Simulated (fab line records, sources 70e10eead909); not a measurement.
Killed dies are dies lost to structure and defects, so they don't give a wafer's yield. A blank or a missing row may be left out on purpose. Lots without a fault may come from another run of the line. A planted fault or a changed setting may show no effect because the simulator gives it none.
Chamber matching | flow nand_harc | NHARC_P_GATE_DESCUM_31 on rie_diel-01: 4 sister chambers
The step chemistry O2, time 3 s. 8 wafers are shown with their chamber, then 7 later ones without.

WAFERS WITH THEIR CHAMBER
wafer  | chamber | drypump_motor_current_A (A) | showerhead_plenum_p_Torr (Torr)
L242.5 | 1       | 6.2                         | 1.84
L245.6 | 3       | 5.3                         | 2.02
L247.3 | 0       | 5.9                         | 1.96
L250.2 | 2       | 5.3                         | 1.85
L250.4 | 3       | 5.2                         | 2.01
L250.5 | 0       | 5.9                         | 1.95
L254.1 | 2       | 5.3                         | 1.85
L254.4 | 1       | 6.2                         | 1.83

WAFERS WITHOUT THEIR CHAMBER
wafer  | drypump_motor_current_A (A) | showerhead_plenum_p_Torr (Torr)
L254.6 | 5.3                         | 1.85
L256.1 | 5.9                         | 1.95
L256.3 | 5.3                         | 1.85
L256.6 | 5.3                         | 2.01
L255.1 | 5.8                         | 1.95
L255.2 | 5.2                         | 2.01
L255.5 | 5.2                         | 2.01

WHICH CHAMBER EACH WENT THROUGH
wafer  | from the rows above | in truth
L254.6 | 2                   | 2
L256.1 | 0                   | 0
L256.3 | 2                   | 2
L256.6 | 3                   | 3
L255.1 | 0                   | 0
L255.2 | 3                   | 3
L255.5 | 3                   | 3
Placed correctly: 7 of 7. Can't be placed from these rows: 0. Placed wrongly: 0.
How it was worked out, from the rows above alone: a wafer's distance from a chamber is the root of the sum, over the readings, of the square of ((its reading less the chamber's mean) divided by the reading's scatter). The wafer belongs to the nearest chamber; if the next one is less than 2 further off, it can't be placed. A chamber's mean is the mean of its shown wafers. The scatter: the root of (the sum of the squares of (reading less its chamber's mean) over the shown wafers, divided by (wafers less chambers)).
